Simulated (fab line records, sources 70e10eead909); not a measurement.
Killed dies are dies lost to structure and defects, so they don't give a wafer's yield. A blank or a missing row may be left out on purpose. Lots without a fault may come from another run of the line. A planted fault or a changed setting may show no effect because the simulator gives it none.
Which tool did it? | flow nand_harc | 13 lots, 39 wafers sampled, at 4 steps of a route of 1302

WHAT THE GAUGES READ, wafer by wafer
The record holds no reading of a measuring or inspecting step that can be judged against a usual standard deviation.

WHICH TOOL RAN EACH LOT (tool, then ch and the chambers of the sampled wafers, then the start)
lot  | NHARC_P_GATE_DESCUM_48             | NHARC_P_GATE_IMPLANT_94         | NHARC_P_GATE_STRIP_95                | NHARC_P_GATE_DEGAS_109
L509 | rie_diel-05 ch 0,2, day 5 20:26    | implanter-02 ch 0, day 5 23:59  | plasma_asher-01 ch 0,1, day 6 01:01  | pvd_sputter-01, day 6 01:55
L511 | rie_diel-05 ch 0,1,2, day 6 10:08  | implanter-01 ch 0, day 6 13:45  | plasma_asher-01 ch 0, day 6 14:41    | pvd_sputter-02, day 6 15:34
L512 | rie_diel-12 ch 0,1,3, day 6 19:40  | implanter-02 ch 0, day 6 23:21  | plasma_asher-01 ch 0,1, day 7 00:17  | pvd_sputter-02, day 7 01:10
L513 | rie_diel-05 ch 0,2,3, day 6 23:21  | implanter-01 ch 0, day 7 02:52  | plasma_asher-02 ch 0,1, day 7 03:50  | pvd_sputter-02, day 7 04:43
L515 | rie_diel-05 ch 0,1,3, day 7 23:42  | implanter-01 ch 0, day 8 03:34  | plasma_asher-02 ch 0,1, day 8 04:30  | pvd_sputter-02, day 8 05:23
L516 | rie_diel-12 ch 0,1,3, day 8 15:49  | implanter-02 ch 0, day 8 19:26  | plasma_asher-02 ch 0,1, day 8 20:24  | pvd_sputter-03, day 8 21:18
L517 | rie_diel-01 ch 0,2,3, day 8 17:33  | implanter-02 ch 0, day 8 21:19  | plasma_asher-01 ch 0,1, day 8 22:15  | pvd_sputter-01, day 8 23:07
L518 | rie_diel-12 ch 1,3, day 9 06:37    | implanter-02 ch 0, day 9 10:02  | plasma_asher-01 ch 0,1, day 9 10:55  | pvd_sputter-03, day 9 11:46
L519 | rie_diel-12 ch 0,1,2, day 9 17:34  | implanter-02 ch 0, day 9 21:13  | plasma_asher-01 ch 1, day 9 22:09    | pvd_sputter-02, day 9 23:00
L520 | rie_diel-01 ch 0,1, day 10 08:52   | implanter-02 ch 0, day 10 12:21 | plasma_asher-02 ch 0,1, day 10 13:17 | pvd_sputter-02, day 10 14:08
L529 | rie_diel-01 ch 1,2,3, day 13 22:14 | implanter-02 ch 0, day 14 01:38 | plasma_asher-02 ch 0,1, day 14 02:33 | pvd_sputter-01, day 14 03:23
L530 | rie_diel-05 ch 0,1,3, day 14 05:45 | implanter-02 ch 0, day 14 09:15 | plasma_asher-01 ch 0,1, day 14 10:10 | pvd_sputter-01, day 14 11:03
L531 | rie_diel-05 ch 0,1, day 14 16:16   | implanter-02 ch 0, day 14 19:52 | plasma_asher-02 ch 0,1, day 14 20:43 | pvd_sputter-02, day 14 21:35
- NHARC_P_GATE_DESCUM_48: chemistry O2, time 3 s.
- NHARC_P_GATE_IMPLANT_94
- NHARC_P_GATE_STRIP_95: strips in O2.
- NHARC_P_GATE_DEGAS_109: time 60 s.

WHAT THE TOOLS THEMSELVES READ (means of the sampled wafers that have a number; where no wafer has one, the mark that the record gives instead)
NHARC_P_GATE_DESCUM_48. Usual: drypump_motor_current_A 5.8 A, standard deviation 0.41; mfc_ar_sccm 0.010 sccm, standard deviation 0.012; oes_product_au 1.000 a.u., standard deviation 0.0072; rf_vpp_V 57.9 V, standard deviation 0.89; showerhead_plenum_p_Torr 1.95 Torr, standard deviation 0.095; throttle_valve_pct 11.310 %, standard deviation 0.0083.
lot  | tool        | drypump_motor_current_A (A) | mfc_ar_sccm (sccm) | oes_product_au (a.u.) | rf_vpp_V (V) | showerhead_plenum_p_Torr (Torr) | throttle_valve_pct (%) | flag
L509 | rie_diel-05 | 5.9                         | 0.005              | 0.998                 | 57.5         | 1.86                            | 11.316                 |
L511 | rie_diel-05 | 6.0                         | 0.013              | 0.990                 | 57.5         | 1.93                            | 11.304                 |
L512 | rie_diel-12 | 5.7                         | 0.000              | 1.008                 | 58.0         | 1.89                            | 11.313                 |
L513 | rie_diel-05 | 5.9                         | 0.004              | 0.998                 | 58.1         | 1.90                            | 11.314                 |
L515 | rie_diel-05 | 6.2                         | 0.009              | 1.000                 | 58.0         | 1.95                            | 11.312                 |
L516 | rie_diel-12 | 5.6                         | 0.000              | 0.997                 | 58.2         | 1.89                            | 11.314                 |
L517 | rie_diel-01 | 5.2                         | 0.017              | 1.001                 | 57.9         | 2.02                            | 11.305                 |
L518 | rie_diel-12 | 5.5                         | 0.000              | 1.000                 | 57.8         | 1.98                            | 11.316                 |
L519 | rie_diel-12 | 5.7                         | 0.003              | 0.998                 | 57.6         | 1.92                            | 11.303                 |
L520 | rie_diel-01 | 5.2                         | 0.009              | 0.998                 | 56.9         | 2.01                            | 11.313                 |
L529 | rie_diel-01 | 5.6                         | 0.026              | 0.998                 | 59.0         | 2.04                            | 11.310                 |
L530 | rie_diel-05 | 6.2                         | 0.009              | 1.002                 | 58.0         | 1.95                            | 11.309                 |
L531 | rie_diel-05 | 6.3                         | 0.018              | 1.009                 | 57.8         | 1.98                            | 11.300                 |

NHARC_P_GATE_IMPLANT_94. Usual: beam_energy_keV 59.999, standard deviation 0.017.
lot  | tool         | beam_energy_keV | flag
L509 | implanter-02 | 59.999          |
L511 | implanter-01 | 59.974          |
L512 | implanter-02 | 60.006          |
L513 | implanter-01 | 59.979          |
L515 | implanter-01 | 60.028          |
L516 | implanter-02 | 60.007          |
L517 | implanter-02 | 59.994          |
L518 | implanter-02 | 60.006          |
L519 | implanter-02 | 58.572          | OFF
L520 | implanter-02 | 58.585          | OFF
L529 | implanter-02 | 59.999          |
L530 | implanter-02 | 59.998          |
L531 | implanter-02 | 59.995          |

NHARC_P_GATE_STRIP_95. Usual: drypump_motor_current_A 5.9 A, standard deviation 0.52; heater_power_w 385 W, standard deviation 43.
lot  | tool            | drypump_motor_current_A (A) | heater_power_w (W) | flag
L509 | plasma_asher-01 | 6.0                         | 403                |
L511 | plasma_asher-01 | 5.5                         | 362                |
L512 | plasma_asher-01 | 5.7                         | 382                |
L513 | plasma_asher-02 | 5.7                         | 357                |
L515 | plasma_asher-02 | 6.2                         | 379                |
L516 | plasma_asher-02 | 5.7                         | 350                |
L517 | plasma_asher-01 | 5.9                         | 409                |
L518 | plasma_asher-01 | 5.7                         | 392                |
L519 | plasma_asher-01 | 6.1                         | 434                |
L520 | plasma_asher-02 | 6.2                         | 380                |
L529 | plasma_asher-02 | 6.1                         | 375                |
L530 | plasma_asher-01 | 5.9                         | 413                |
L531 | plasma_asher-02 | 5.7                         | 338                |

NHARC_P_GATE_DEGAS_109. Usual: heater_power_w 441 W, standard deviation 30.
lot  | tool           | heater_power_w (W) | flag
L509 | pvd_sputter-01 | 472                |
L511 | pvd_sputter-02 | 410                |
L512 | pvd_sputter-02 | 426                |
L513 | pvd_sputter-02 | 441                |
L515 | pvd_sputter-02 | 429                |
L516 | pvd_sputter-03 | 446                |
L517 | pvd_sputter-01 | 450                |
L518 | pvd_sputter-03 | 460                |
L519 | pvd_sputter-02 | 413                |
L520 | pvd_sputter-02 | 468                |
L529 | pvd_sputter-01 | 430                |
L530 | pvd_sputter-01 | 450                |
L531 | pvd_sputter-02 | 438                |

THE ANSWER, worked out from the rows above alone
Rule: a lot is off if the mean of its wafers that have a number lies more than 3 standard deviations from the usual mean. A lot without any number at a reading at which 4 lots or more have one is off too. The other lots that the step has rows for count as sound. The gauges are gone through in route order, then the tools' own readings, and for those a lot's mean is taken as printed above. The first step at which some lot is off is used, and at that step the reading that is off furthest; a lot without a number counts as furthest.
Off: L519, L520, at NHARC_P_GATE_IMPLANT_94 (beam_energy_keV).
A tool fits if, at that step or a process step before it, it ran every lot that is off, and no sound lot after the first of them. None of those tried fits.

WHAT THE SIMULATOR HAD PUT IN
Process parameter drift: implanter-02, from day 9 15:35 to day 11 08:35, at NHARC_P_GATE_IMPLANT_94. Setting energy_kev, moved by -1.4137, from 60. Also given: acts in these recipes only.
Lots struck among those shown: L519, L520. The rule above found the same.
